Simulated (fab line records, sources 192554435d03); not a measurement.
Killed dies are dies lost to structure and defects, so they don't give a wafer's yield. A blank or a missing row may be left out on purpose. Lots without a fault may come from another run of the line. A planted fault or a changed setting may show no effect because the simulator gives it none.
A struck lot beside a sound one | flow n5_finfet | 28 steps out of a route of 1938
Sound: wafers L656.2, L656.5, L656.6. Struck: wafers L662.2, L662.3, L662.6. The cause comes at the end.
At each step with rows: each side's tool, then ch and its chambers, then its first start. Under that, the readings that differ: sound wafers | struck wafers | difference of the means | sigmas: that difference in standard deviations of wafers without a fault.
alike: readings whose means differ by less than 2 such deviations, and words and numbers that are the same on both sides. not compared: withheld readings, readings that some wafer has no value for, bounds like >300 that may hide the same value, and numbers for which the record gives no deviation and whose values overlap.
The two part at a step that has a row with sigmas, a row that says differs or no value, or rows on one side only. Numbers that don't overlap but have no deviation are shown without sigmas and don't part them. A reading that every wafer of one side lacks parts them only if that side has two wafers or more.

first, 8 steps without rows for these wafers: N5_BEOL_M2_CMP_52 (polishes, stops on SiOC, t overpolish 6.8 s, target thk 40 nm); N5_BEOL_M2_PRE_CLEAN_60 (time 15 s); N5_BEOL_M2_CO_CAP_55 (material Co, precursor CCTBA/H2, target thk 2 nm, time 102.1 s); N5_BEOL_M2_PRE_CLEAN_56 (time 15 s); N5_BEOL_M2_DEP_57 (deposits SiCN from 3MS/NH3, target thk 8 nm, time 14 s); N5_BEOL_M3_ILD_DEP_00 (deposits SiOC from DEMS/O2, target thk 79 nm, time 15.3 s); N5_BEOL_M3_PECVD_72 (deposits SiO2 from TEOS/O2, target thk 16 nm, time 18 s); N5_BEOL_M3_HM_DEP_02 (deposits TiN, target thk 20 nm).
N5_BEOL_M3_COAT_61: time 60 s, resist thk 60 nm.
  sound on litho_track-01 ch 0, day 9 07:52; struck on litho_track-01 ch 0, day 11 12:43
  reading                                  | sound                | struck               | difference | sigmas
  spin_speed_rpm (rpm)                     | 1498.0 1499.1 1500.4 | 1440.8 1439.1 1438.6 | -59.7      | -54
  model.SOC_of_BEOL_M3_COAT_61.thk_nm (nm) | 60 60.2 60.2         | 61.4 61.2 61.4       | +1.2       |
then, 11 steps without rows for these wafers: N5_BEOL_M3_COAT_62 (time 60 s, resist thk 12 nm); N5_BEOL_M3_COAT_73 (time 60 s, resist thk 5 nm); N5_BEOL_M3_COAT_05 (resist thk 30 nm); N5_BEOL_M3_EBR_07; N5_BEOL_M3_SOFTBAKE_06 (time 60 s); N5_BEOL_M3_EXPOSE_08 (exposes mask M3); N5_BEOL_M3_PEB_09 (peb time 60 s); N5_BEOL_M3_DEVELOP_10 (develop time 30 s); N5_BEOL_M3_DESCUM_16 (chemistry O2, time 7 s); N5_BEOL_M3_ETCH_74 (etches underlayer in N2/H2, target depth 6.5 nm, time 5.2 s); N5_BEOL_M3_ETCH_63 (etches SiARC in CF4, target depth 15.6 nm, time 26 s).
N5_BEOL_M3_ETCH_64: etches SOC in N2/H2, target depth 75 nm, overetch 15 nm, time 112.5 s.
  sound on rie_diel-02 ch 0,2,3, day 9 08:22; struck on rie_diel-05 ch 0,1,2, day 11 13:11
  reading                  | sound            | struck            | difference | sigmas
  model.etch.depth_nm (nm) | 60.1 60.21 60.16 | 61.45 61.28 61.35 | +1.20      |
  alike: drypump_motor_current_A, h2_flow_sccm, oes_product_au, rf_vpp_V, showerhead_plenum_p_Torr, throttle_valve_pct
  not compared: rf_hours_counter_h
then, 3 steps without rows for these wafers: N5_BEOL_M3_STRIP_65 (strips in N2/H2); N5_BEOL_M3_STRIP_75 (strips in N2/H2); N5_BEOL_M3_STRIP_66 (strips in CF4).
N5_BEOL_M3_HM_OPEN_17: chemistry Cl2/BCl3, target TiN, target depth 20 nm, overetch 6 nm.
  sound on rie_metal-01 ch 0,1, day 9 08:32; struck on rie_metal-02 ch 0,1, day 11 13:21
  reading                                  | sound          | struck       | difference | sigmas
  model.SOC_of_BEOL_M3_COAT_61.thk_nm (nm) | 52.2 52.4 52.4 | 53.2 53.4 53 | +0.9       |
  alike: drypump_motor_current_A, oes_product_au, throttle_valve_pct
  not compared: rf_hours_counter_h
then, 1 step without rows for these wafers: N5_BEOL_M3_STRIP_19 (strips in O2).
-- the record jumps here: 2 days lie between the struck wafers' starts before and after (it left off in module BEOL_M3 and takes up again in module BEOL_M4, whose first step shown is number 1111 of the route) --
N5_BEOL_M4_RC_MEAS_101:
  sound on prober-01 ch 0, day 11 18:16; struck on prober-02 ch 0, day 13 15:04
  alike: DIBL_N, DIBL_P, IOFF_N, IOFF_P, ION_N, ION_P, SS_N, SS_P, VT_N, VT_P
-- the record jumps here: 5 days lie between the struck wafers' starts before and after (it left off in module BEOL_M4 and takes up again in module PASSIVATION, whose first step shown is number 1936 of the route) --
N5_PASSIVATION_PROBE_49:
  sound on prober-02, day 16 10:04; struck on prober-02, day 18 16:16
  alike: defect_limited_yield, killed_at_M0_to_M3, killed_at_M4_up, killed_at_contacts, killed_at_front_end, killed_at_other, killed_dies, killed_open, killed_short, sort_bin_5_function, sort_bin_6_memory, sort_bin_8_speed, sort_n_pass, sort_yield_pct

WHERE THEY PART
Only at N5_BEOL_M3_COAT_61, within this record. Later steps at which nothing parts them and some readings are alike: N5_BEOL_M3_ETCH_64, N5_BEOL_M3_HM_OPEN_17, N5_BEOL_M4_RC_MEAS_101, N5_PASSIVATION_PROBE_49.

WHY: what the simulator had put in
Process parameter drift: litho_track-01, from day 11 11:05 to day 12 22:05, at N5_BEOL_M3_COAT_61. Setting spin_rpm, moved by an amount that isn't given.
